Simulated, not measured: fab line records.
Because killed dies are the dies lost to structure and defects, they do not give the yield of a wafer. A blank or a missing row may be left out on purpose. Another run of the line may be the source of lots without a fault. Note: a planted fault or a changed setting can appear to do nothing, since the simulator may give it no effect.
The tool behind it: which one? ; flow n5Finfet ; 24 lots, 72 wafers sampled, at 6 steps of a route of 1938

WHAT EACH GAUGE READ, for each wafer
N5_BEOL_M6_CD_MEAS_11: target cd 38.5 nm. Usual: cdNm reads 38.5 nm (standard deviation 0.5).
lot;measured;on;cdNm (nm);flag
L074;day 8 14:38;cdSem-02;38.4 37.9 38.2;
L075;day 9 07:20;cdSem-01;39.9 39.4 39.0;
L077;day 9 11:57;cdSem-03;38.3 38.7 38.9;
L076;day 9 13:53;cdSem-03;38.8 38.8 38.4;
L078;day 9 15:47;cdSem-03;38.2 38.3 38.5;
L079;day 10 00:47;cdSem-03;37.7 38.8 38.1;
L080;day 10 01:39;cdSem-03;38.5 38.1 38.2;
L082;day 10 14:14;cdSem-03;38.0 38.8 38.1;
L081;day 10 14:28;cdSem-01;38.2 39.3 38.5;
L083;day 11 08:22;cdSem-01;38.0 38.8 39.0;
L084;day 11 01:28;cdSem-02;38.3 38.1 38.8;
L085;day 11 16:02;cdSem-03;38.9 39.3 39.0;
L087;day 12 07:59;cdSem-03;37.8 37.9 38.0;
L086;day 12 11:59;cdSem-03;37.8 38.2 38.3;
L088;day 12 09:47;cdSem-03;39.0 38.4 38.4;
L089;day 12 18:36;cdSem-01;37.5 37.8 38.4;
L092;day 12 23:25;cdSem-01;38.2 38.4 38.6;
L090;day 12 23:34;cdSem-01;38.6 38.8 38.9;
L091;day 13 04:29;cdSem-03;39.3 38.1 39.5;
L093;day 13 16:33;cdSem-03;37.8 38.3 38.6;
L094;day 14 08:22;cdSem-01;38.9 38.5 38.7;
L095;day 14 10:35;cdSem-01;38.2 38.0 38.2;
L096;day 14 12:43;cdSem-03;38.6 38.5 38.1;
L097;day 14 15:11;cdSem-01;38.7 38.9 39.1;

N5_BEOL_M6_INSPECT_30: inspects for defects (brightfield). Usual: rawDefectCount reads 412 (standard deviation 97).
lot;measured;on;rawDefectCount;flag
L074;day 8 17:14;defectInspect-02;296 251 339;
L075;day 9 10:40;defectInspect-02;292 311 309;
L077;day 9 13:05;defectInspect-02;471 311 346;
L076;day 9 14:56;defectInspect-02;548 442 485;
L078;day 9 16:44;defectInspect-02;311 298 392;
L079;day 10 03:07;defectInspect-02;428 369 388;
L080;day 10 04:01;defectInspect-02;353 382 305;
L082;day 10 16:37;defectInspect-02;403 401 355;
L081;day 10 16:27;defectInspect-02;270 339 249;
L083;day 11 10:13;defectInspect-02;404 455 353;
L084;day 11 03:17;defectInspect-02;406 429 349;
L085;day 11 17:34;defectInspect-02;376 296 338;
L087;day 12 13:40;defectInspect-01;535 392 440;
L086;day 12 13:37;defectInspect-01;333 346 321;
L088;day 12 13:27;defectInspect-01;475 659 470;
L089;day 12 19:40;defectInspect-01;536 540 493;
L092;day 13 00:29;defectInspect-01;503 452 433;
L090;day 13 00:37;defectInspect-02;374 435 342;
L091;day 13 06:43;defectInspect-01;344 324 312;
L093;day 13 18:07;defectInspect-01;550 560 643;
L094;day 14 12:23;defectInspect-02;474 515 664;
L095;day 14 12:10;defectInspect-02;415 449 412;
L096;day 14 13:41;defectInspect-01;618 392 434;
L097;day 14 16:20;defectInspect-01;390 431 470;

WHICH TOOL RAN EACH LOT (tool, then ch and the chambers of the sampled wafers, then the start)
lot;N5_BEOL_M5_SPUTTER_81;N5_BEOL_M5_ANNEAL_82;N5_BEOL_M6_PECVD_70;N5_BEOL_M6_STRIP_19
L074;pvdSputter-03, day 8 08:47;pvdSputter-03, day 8 08:52;pecvd-04 ch 0,1, day 8 13:53;rieDiel-01 ch 0,3, day 8 15:09
L075;pvdSputter-01, day 8 23:49;pvdSputter-01, day 8 23:54;pecvd-04 ch 0,1, day 9 05:15;rieDiel-02 ch 1,3, day 9 07:53
L077;pvdSputter-03, day 9 03:23;pvdSputter-03, day 9 03:28;pecvd-03 ch 0,1,2, day 9 08:27;rieDiel-01 ch 0,1,3, day 9 12:26
L076;pvdSputter-02, day 9 07:47;pvdSputter-02, day 9 07:52;pecvd-02 ch 0,1,2, day 9 13:19;rieDiel-06 ch 0,1,3, day 9 14:28
L078;pvdSputter-03, day 9 09:04;pvdSputter-03, day 9 09:08;pecvd-02 ch 1,2, day 9 14:11;rieDiel-06 ch 0,1,3, day 9 16:16
L079;pvdSputter-02, day 9 17:41;pvdSputter-02, day 9 17:46;pecvd-03 ch 0,1,2, day 9 22:54;rieDiel-02 ch 0,1, day 10 01:57
L080;pvdSputter-03, day 9 19:58;pvdSputter-03, day 9 20:02;pecvd-03 ch 0,1,2, day 10 01:05;rieDiel-02 ch 0,1, day 10 02:31
L082;pvdSputter-03, day 10 07:37;pvdSputter-03, day 10 07:41;pecvd-03 ch 0,1,2, day 10 12:37;rieDiel-02 ch 1,3, day 10 14:46
L081;pvdSputter-02, day 10 08:33;pvdSputter-02, day 10 08:38;pecvd-04 ch 0,1, day 10 13:35;rieDiel-02 ch 0,1,3, day 10 14:56
L083;pvdSputter-02, day 10 17:46;pvdSputter-02, day 10 17:51;pecvd-03 ch 0,1,2, day 11 06:31;rieDiel-02 ch 0,1,3, day 11 08:54
L084;pvdSputter-01, day 10 18:33;pvdSputter-01, day 10 18:38;pecvd-04 ch 0,1,2, day 10 23:32;rieDiel-01 ch 0,1,3, day 11 02:50
L085;pvdSputter-02, day 11 10:00;pvdSputter-02, day 11 10:05;pecvd-03 ch 0,1, day 11 14:59;rieDiel-02 ch 1,2, day 11 16:31
L087;pvdSputter-01, day 11 23:01;pvdSputter-01, day 11 23:06;pecvd-02 ch 1,2, day 12 04:01;rieDiel-02 ch 1,2, day 12 08:38
L086;pvdSputter-02, day 11 23:56;pvdSputter-02, day 12 00:01;pecvd-02 ch 0,2, day 12 11:16;rieDiel-01 ch 0,3, day 12 12:31
L088;pvdSputter-03, day 12 03:18;pvdSputter-03, day 12 03:23;pecvd-03 ch 0,1,2, day 12 08:35;rieDiel-01 ch 1,2, day 12 10:25
L089;pvdSputter-02, day 12 11:31;pvdSputter-02, day 12 11:35;pecvd-03 ch 0,1,2, day 12 16:32;rieDiel-06 ch 0,1,2, day 12 19:05
L092;pvdSputter-02, day 12 16:22;pvdSputter-02, day 12 16:27;pecvd-03 ch 0,2, day 12 21:30;rieDiel-02 ch 0,2, day 12 23:53
L090;pvdSputter-03, day 12 16:29;pvdSputter-03, day 12 16:34;pecvd-02 ch 1,2, day 12 21:46;rieDiel-06 ch 1,2,3, day 13 00:08
L091;pvdSputter-02, day 12 21:06;pvdSputter-02, day 12 21:11;pecvd-02 ch 0,1,2, day 13 02:58;rieDiel-06 ch 0,2, day 13 05:22
L093;pvdSputter-01, day 13 09:34;pvdSputter-01, day 13 09:39;pecvd-03 ch 0,1, day 13 14:49;rieDiel-06 ch 1,2, day 13 17:01
L094;pvdSputter-03, day 14 01:10;pvdSputter-03, day 14 01:14;pecvd-04 ch 0,1, day 14 06:09;rieDiel-06 ch 1,2,3, day 14 08:52
L095;pvdSputter-02, day 14 04:10;pvdSputter-02, day 14 04:15;pecvd-04 ch 0,2, day 14 09:38;rieDiel-06 ch 1,2,3, day 14 11:07
L096;pvdSputter-01, day 14 04:57;pvdSputter-01, day 14 05:02;pecvd-04 ch 1,2, day 14 09:59;rieDiel-02 ch 1,3, day 14 13:12
L097;pvdSputter-02, day 14 08:48;pvdSputter-02, day 14 08:53;pecvd-02 ch 0,1, day 14 14:13;rieDiel-06 ch 2,3, day 14 15:39
- N5_BEOL_M5_SPUTTER_81: material Cu, target thk 15 nm, time 27.62 s.
- N5_BEOL_M5_ANNEAL_82: time 1800 s.
- N5_BEOL_M6_PECVD_70: deposits SiO2 from TEOS/O2, target thk 20 nm, time 22.7 s.
- N5_BEOL_M6_STRIP_19: strips in O2.

AS READ BY THE TOOLS THEMSELVES (means over the sampled wafers that have a number; for cases with no such wafer, the mark the record gives instead)
N5_BEOL_M5_SPUTTER_81. Usual: chamberPressurePa 0.07001 Pa, standard deviation 0.00014; throttleValvePct 29.6 %, standard deviation 0.94.
lot;tool;chamberPressurePa (Pa);throttleValvePct (%);flag
L074;pvdSputter-03;0.07022;29.6;
L075;pvdSputter-01;0.07010;30.5;
L077;pvdSputter-03;0.07007;29.5;
L076;pvdSputter-02;0.07005;28.7;
L078;pvdSputter-03;0.06994;29.4;
L079;pvdSputter-02;0.07004;28.9;
L080;pvdSputter-03;0.06995;29.6;
L082;pvdSputter-03;0.06985;29.0;
L081;pvdSputter-02;0.06997;29.0;
L083;pvdSputter-02;0.07001;29.4;
L084;pvdSputter-01;0.06994;31.0;
L085;pvdSputter-02;0.07006;28.9;
L087;pvdSputter-01;0.06993;30.7;
L086;pvdSputter-02;0.07009;29.0;
L088;pvdSputter-03;0.07007;30.4;
L089;pvdSputter-02;0.06983;28.9;
L092;pvdSputter-02;0.07008;29.4;
L090;pvdSputter-03;0.07004;29.9;
L091;pvdSputter-02;0.06990;29.2;
L093;pvdSputter-01;0.07006;30.9;
L094;pvdSputter-03;0.07009;29.9;
L095;pvdSputter-02;0.06986;29.0;
L096;pvdSputter-01;0.06996;29.9;
L097;pvdSputter-02;0.07005;29.2;

N5_BEOL_M5_ANNEAL_82. Usual: heaterPowerW reads 789 W (standard deviation 65).
lot;tool;heaterPowerW (W);flag
L074;pvdSputter-03;722;
L075;pvdSputter-01;869;
L077;pvdSputter-03;735;
L076;pvdSputter-02;727;
L078;pvdSputter-03;729;
L079;pvdSputter-02;749;
L080;pvdSputter-03;741;
L082;pvdSputter-03;731;
L081;pvdSputter-02;781;
L083;pvdSputter-02;795;
L084;pvdSputter-01;868;
L085;pvdSputter-02;775;
L087;pvdSputter-01;888;
L086;pvdSputter-02;755;
L088;pvdSputter-03;759;
L089;pvdSputter-02;786;
L092;pvdSputter-02;834;
L090;pvdSputter-03;746;
L091;pvdSputter-02;819;
L093;pvdSputter-01;868;
L094;pvdSputter-03;758;
L095;pvdSputter-02;771;
L096;pvdSputter-01;883;
L097;pvdSputter-02;842;

N5_BEOL_M6_PECVD_70. Usual: heaterPowerW 721 W, standard deviation 120; rfFwdPowerW 444.6 W, standard deviation 1.7; showerheadPlenumPTorr 8.764 Torr, standard deviation 0.025; throttleValvePct 22.1 %, standard deviation 1.
lot;tool;heaterPowerW (W);rfFwdPowerW (W);showerheadPlenumPTorr (Torr);throttleValvePct (%);flag
L074;pecvd-04;625;444.4;8.747;22.1;
L075;pecvd-04;607;442.4;8.754;22.2;
L077;pecvd-03;853;444.4;8.757;22.1;
L076;pecvd-02;633;446.4;8.768;22.2;
L078;pecvd-02;644;445.6;8.781;21.6;
L079;pecvd-03;851;443.6;8.761;21.9;
L080;pecvd-03;822;445.2;8.756;22.0;
L082;pecvd-03;802;444.0;8.772;21.9;
L081;pecvd-04;577;443.8;8.754;22.4;
L083;pecvd-03;837;445.6;8.756;22.2;
L084;pecvd-04;637;444.7;8.759;21.8;
L085;pecvd-03;823;444.2;8.728;23.0;
L087;pecvd-02;666;445.1;8.793;21.6;
L086;pecvd-02;628;446.0;8.769;21.9;
L088;pecvd-03;856;445.9;8.764;22.1;
L089;pecvd-03;828;445.0;8.763;22.1;
L092;pecvd-03;810;445.3;8.758;21.8;
L090;pecvd-02;562;445.3;8.780;22.6;
L091;pecvd-02;641;444.3;8.784;22.2;
L093;pecvd-03;823;444.2;8.767;22.4;
L094;pecvd-04;610;443.6;8.762;22.2;
L095;pecvd-04;723;444.8;8.767;22.2;
L096;pecvd-04;639;443.4;8.760;21.9;
L097;pecvd-02;652;443.0;8.760;22.7;

N5_BEOL_M6_STRIP_19. Usual: drypumpMotorCurrentA 5.9 A, standard deviation 0.37; oesProductAu 0.83 a.u., standard deviation 0.079; rfVppV 3.6 V, standard deviation 0.61; showerheadPlenumPTorr 2.12 Torr, standard deviation 0.061; throttleValvePct 16.68 %, standard deviation 0.26.
lot;tool;drypumpMotorCurrentA (A);oesProductAu (a.u.);rfVppV (V);showerheadPlenumPTorr (Torr);throttleValvePct (%);flag
L074;rieDiel-01;5.8;0.87;3.7;2.23;16.65;
L075;rieDiel-02;5.5;0.82;2.9;2.16;16.60;
L077;rieDiel-01;5.8;0.90;3.5;2.18;16.62;
L076;rieDiel-06;6.0;0.82;3.5;2.09;16.88;
L078;rieDiel-06;6.0;0.82;3.4;2.09;16.87;
L079;rieDiel-02;5.7;0.76;3.8;2.15;16.90;
L080;rieDiel-02;5.8;0.80;3.2;2.13;16.70;
L082;rieDiel-02;5.5;0.80;3.1;2.16;16.61;
L081;rieDiel-02;5.7;0.80;3.8;2.15;16.66;
L083;rieDiel-02;5.7;0.78;3.8;2.15;16.67;
L084;rieDiel-01;5.8;0.86;3.8;2.18;16.66;
L085;rieDiel-02;5.9;0.80;3.7;2.14;16.61;
L087;rieDiel-02;5.7;0.75;3.8;2.15;16.89;
L086;rieDiel-01;5.5;0.83;3.3;2.23;16.79;
L088;rieDiel-01;6.0;0.97;3.3;2.13;16.53;
L089;rieDiel-06;6.1;0.85;3.7;2.07;16.74;
L092;rieDiel-02;6.1;0.83;3.7;2.12;16.42;
L090;rieDiel-06;5.9;0.78;3.5;2.08;16.83;
L091;rieDiel-06;5.9;0.83;3.9;2.03;16.63;
L093;rieDiel-06;6.0;0.83;3.1;2.07;16.68;
L094;rieDiel-06;5.9;0.89;3.6;2.07;16.69;
L095;rieDiel-06;5.8;0.89;3.7;2.07;16.69;
L096;rieDiel-02;5.5;0.92;4.2;2.15;16.64;
L097;rieDiel-06;5.5;0.95;3.3;2.04;16.56;

THE ANSWER, worked out from the rows above alone
Rule: a lot counts as off when the mean over its wafers that have a number is more than 3 standard deviations away from the usual mean. Also off: a lot with no number at a reading for which 4 or more lots have one. Any other lot the step has rows for is counted as sound. First the gauges in route order, then the tools' own readings, where a lot's mean is used as printed above. At the first step where some lot is off, the reading lying furthest off is the one used; lots without a number count as furthest.
No lot is off on any of the readings shown, so nothing can be concluded from this.

WHAT THE SIMULATOR HAD PUT IN
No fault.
